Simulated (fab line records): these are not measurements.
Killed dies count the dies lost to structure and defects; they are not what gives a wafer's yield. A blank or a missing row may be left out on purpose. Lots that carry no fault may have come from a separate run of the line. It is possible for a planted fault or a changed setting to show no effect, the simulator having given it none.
Which tool did it? | flow nand_harc | 15 lots with 45 wafers sampled at 4 steps, on a route of 1159 steps

## WHAT THE GAUGES READ, wafer by wafer
NHARC_P_STI_OCD_MEAS_43.
lot  | measured    | on     | trench_depth_nm (nm) | trench_foot_cd_nm (nm)
L774 | day 2 15:11 | ocd-01 | 310 308 308          | 155.0 157.2 159.3
L775 | day 3 00:17 | ocd-01 | 302 308 306          | 159.1 155.6 156.4
L776 | day 3 08:19 | ocd-01 | 307 308 307          | 159.8 158.3 156.1
L777 | day 3 11:56 | ocd-01 | 294 307 295          | 155.1 153.5 154.7
L778 | day 3 18:09 | ocd-01 | 301 297 301          | 153.9 156.3 158.0
L779 | day 4 05:22 | ocd-01 | 309 302 300          | 157.6 157.7 157.5
L782 | day 4 16:14 | ocd-01 | 290 301 299          | 159.7 151.1 153.9
L783 | day 5 01:51 | ocd-02 | 303 308 300          | 151.9 152.9 153.3
L784 | day 5 06:08 | ocd-02 | 295 304 301          | 149.9 152.2 154.2
L785 | day 5 14:12 | ocd-02 | 297 298 307          | 159.7 159.7 154.2
L787 | day 5 21:28 | ocd-02 | 301 298 302          | 159.9 158.6 159.7
L796 | day 8 07:56 | ocd-02 | 301 299 304          | 155.0 156.3 152.7

## EACH LOT AND THE TOOL THAT RAN IT (in order: tool; ch and the chambers of the sampled wafers; start)
lot  | NHARC_P_ZERO_WELL_EXPOSE_08      | NHARC_P_ZERO_WELL_DESCUM_13       | NHARC_P_STI_DESCUM_14
L774 | krf_scanner-01 ch 0, day 1 19:08 | rie_diel-06 ch 0,2, day 1 19:26   | rie_diel-11 ch 0,2,3, day 2 14:08
L775 | krf_scanner-02 ch 0, day 2 01:12 | rie_diel-06 ch 2,3, day 2 01:31   | rie_diel-10 ch 2,3, day 2 23:16
L776 | krf_scanner-04 ch 0, day 2 07:05 | rie_diel-06 ch 1,2, day 2 07:26   | rie_diel-11 ch 0,1, day 3 07:16
L777 | krf_scanner-01 ch 0, day 2 13:06 | rie_diel-06 ch 0,2,3, day 2 13:25 | rie_diel-10 ch 1,2,3, day 3 10:51
L778 | krf_scanner-02 ch 0, day 2 19:05 | rie_diel-06 ch 0,1,2, day 2 19:25 | rie_diel-04 ch 0,2,3, day 3 17:07
L779 | krf_scanner-04 ch 0, day 3 01:05 | rie_diel-06 ch 1,3, day 3 01:24   | rie_diel-04 ch 1,2,3, day 4 04:20
L782 | krf_scanner-01 ch 0, day 3 19:05 | rie_diel-12 ch 0,1,3, day 3 19:25 | rie_diel-10 ch 1,2,3, day 4 15:13
L783 | krf_scanner-02 ch 0, day 4 01:08 | rie_diel-12 ch 2,3, day 4 01:27   | rie_diel-04 ch 0,2,3, day 5 00:50
L784 | krf_scanner-01 ch 0, day 4 07:05 | rie_diel-05 ch 0,1,3, day 4 07:25 | rie_diel-11 ch 0,2,3, day 5 05:05
L785 | krf_scanner-04 ch 0, day 4 13:06 | rie_diel-12 ch 2,3, day 4 13:25   | rie_diel-11 ch 0,1,3, day 5 13:11
L787 | krf_scanner-04 ch 0, day 5 01:14 | rie_diel-05 ch 1,2,3, day 5 01:34 | rie_diel-11 ch 0,2, day 5 20:26
L790 | krf_scanner-04, day 5 19:25      | rie_diel-12 ch 0,1,2, day 5 19:44 | -
L791 | krf_scanner-01, day 6 01:17      | rie_diel-05 ch 1,2,3, day 6 01:35 | -
L792 | krf_scanner-01, day 6 06:58      | rie_diel-12 ch 1,2,3, day 6 07:17 | -
L796 | krf_scanner-02 ch 0, day 7 07:09 | rie_diel-05 ch 0,1,2, day 7 07:28 | rie_diel-10 ch 0,1,3, day 8 06:54
- NHARC_P_ZERO_WELL_EXPOSE_08: exposes mask P ZERO, target cd 500 nm.
- NHARC_P_ZERO_WELL_DESCUM_13: chemistry O2, time 3 s.
- NHARC_P_STI_DESCUM_14: chemistry O2, time 3 s.

## AS READ BY THE TOOLS THEMSELVES (means over the sampled wafers that have a number; for cases with no such wafer, the mark the record gives instead)
NHARC_P_ZERO_WELL_EXPOSE_08.
lot  | tool           | exposure_dose_mJ_cm2 | focus_offset_nm (nm)
L774 | krf_scanner-01 | 33.75                | -0.3
L775 | krf_scanner-02 | 33.77                | 0.3
L776 | krf_scanner-04 | 33.84                | -0.1
L777 | krf_scanner-01 | 33.81                | 0.6
L778 | krf_scanner-02 | 33.78                | 0.4
L779 | krf_scanner-04 | 33.81                | -0.2
L782 | krf_scanner-01 | 33.80                | 0.5
L783 | krf_scanner-02 | 33.76                | 0.1
L784 | krf_scanner-01 | 33.75                | 0.7
L785 | krf_scanner-04 | 33.83                | -0.2
L787 | krf_scanner-04 | 33.82                | 0.3
L790 | krf_scanner-04 | -                    | -
L791 | krf_scanner-01 | -                    | -
L792 | krf_scanner-01 | -                    | -
L796 | krf_scanner-02 | 33.80                | -0.4

NHARC_P_ZERO_WELL_DESCUM_13.
lot  | tool        | drypump_motor_current_A (A) | oes_product_au (a.u.) | rf_vpp_V (V) | showerhead_plenum_p_Torr (Torr) | throttle_valve_pct (%)
L774 | rie_diel-06 | 5.8                         | 1.013                 | 57.7         | 1.84                            | 11.310
L775 | rie_diel-06 | 5.4                         | 1.002                 | 57.6         | 1.88                            | 11.298
L776 | rie_diel-06 | 6.1                         | 1.006                 | 57.1         | 1.81                            | 11.319
L777 | rie_diel-06 | 5.4                         | 1.007                 | 58.2         | 1.90                            | 11.316
L778 | rie_diel-06 | 5.9                         | 1.002                 | 57.6         | 1.83                            | 11.312
L779 | rie_diel-06 | 5.2                         | 0.999                 | 57.2         | 1.93                            | 11.308
L782 | rie_diel-12 | 5.3                         | 0.987                 | 56.9         | 1.84                            | 11.309
L783 | rie_diel-12 | 6.0                         | 0.997                 | 57.9         | 1.79                            | 11.313
L784 | rie_diel-05 | 5.4                         | 0.997                 | 57.5         | 1.85                            | 11.309
L785 | rie_diel-12 | 5.6                         | 0.990                 | 57.4         | 1.80                            | 11.302
L787 | rie_diel-05 | 5.5                         | 0.987                 | 57.2         | 1.87                            | 11.304
L790 | rie_diel-12 | 5.7                         | 1.003                 | 57.8         | 1.83                            | 11.313
L791 | rie_diel-05 | 5.5                         | 0.991                 | 58.0         | 1.87                            | 11.314
L792 | rie_diel-12 | 5.5                         | 1.004                 | 57.8         | 1.83                            | 11.313
L796 | rie_diel-05 | 5.2                         | 0.991                 | 58.9         | 1.89                            | 11.307

NHARC_P_STI_DESCUM_14.
lot  | tool        | drypump_motor_current_A (A) | oes_product_au (a.u.) | rf_vpp_V (V) | showerhead_plenum_p_Torr (Torr) | throttle_valve_pct (%)
L774 | rie_diel-11 | 5.7                         | 0.998                 | 57.6         | 1.88                            | 11.317
L775 | rie_diel-10 | 6.0                         | 0.980                 | 58.0         | 2.00                            | 11.311
L776 | rie_diel-11 | 5.6                         | 1.008                 | 57.1         | 1.84                            | 11.317
L777 | rie_diel-10 | 5.7                         | 0.990                 | 58.0         | 2.00                            | 11.308
L778 | rie_diel-04 | 5.5                         | 0.999                 | 58.1         | 1.93                            | 11.313
L779 | rie_diel-04 | 5.7                         | 0.998                 | 57.7         | 1.86                            | 11.310
L782 | rie_diel-10 | 5.7                         | 0.989                 | 58.5         | 2.00                            | 11.318
L783 | rie_diel-04 | 5.5                         | 1.001                 | 58.1         | 1.93                            | 11.315
L784 | rie_diel-11 | 5.8                         | 1.003                 | 57.8         | 1.88                            | 11.300
L785 | rie_diel-11 | 5.7                         | 1.004                 | 57.8         | 1.92                            | 11.317
L787 | rie_diel-11 | 5.6                         | 1.007                 | 56.8         | 1.80                            | 11.313
L796 | rie_diel-10 | 5.4                         | 0.989                 | 58.1         | 1.93                            | 11.304

## THE ANSWER, worked out from the rows above alone
Rule: what is usual is taken from the lots themselves. Put in order of their means at a reading, lots are off if they are a third of the lots or fewer, leave a main group of 4 or more, and stand apart from it by a gap of 3 or more times the standard deviation of the main group's means; of several such gaps the widest counts. A main group is skipped when, at the precision printed for the reading in the tables above, its means are all equal. Also off: a lot with no number at a reading for which 4 or more lots have one. All remaining lots with rows at the step are treated as sound. After the gauges, taken in route order, come the tools' own readings; for these a lot's mean is taken, as printed above. The first step at which some lot is off is used, and at that step the reading that is off furthest; a lot without a number counts as furthest.
Off: L790, L791, L792 (NHARC_P_ZERO_WELL_EXPOSE_08, exposure_dose_mJ_cm2). Without a number there: L790, L791, L792. The main group: mean 33.79, standard deviation 0.03.
A tool fits if, at that step or a process step before it, it ran every lot that is off, and no sound lot after the first of them. Of those tried, none fits.

## WHAT WAS PUT IN BY THE SIMULATOR
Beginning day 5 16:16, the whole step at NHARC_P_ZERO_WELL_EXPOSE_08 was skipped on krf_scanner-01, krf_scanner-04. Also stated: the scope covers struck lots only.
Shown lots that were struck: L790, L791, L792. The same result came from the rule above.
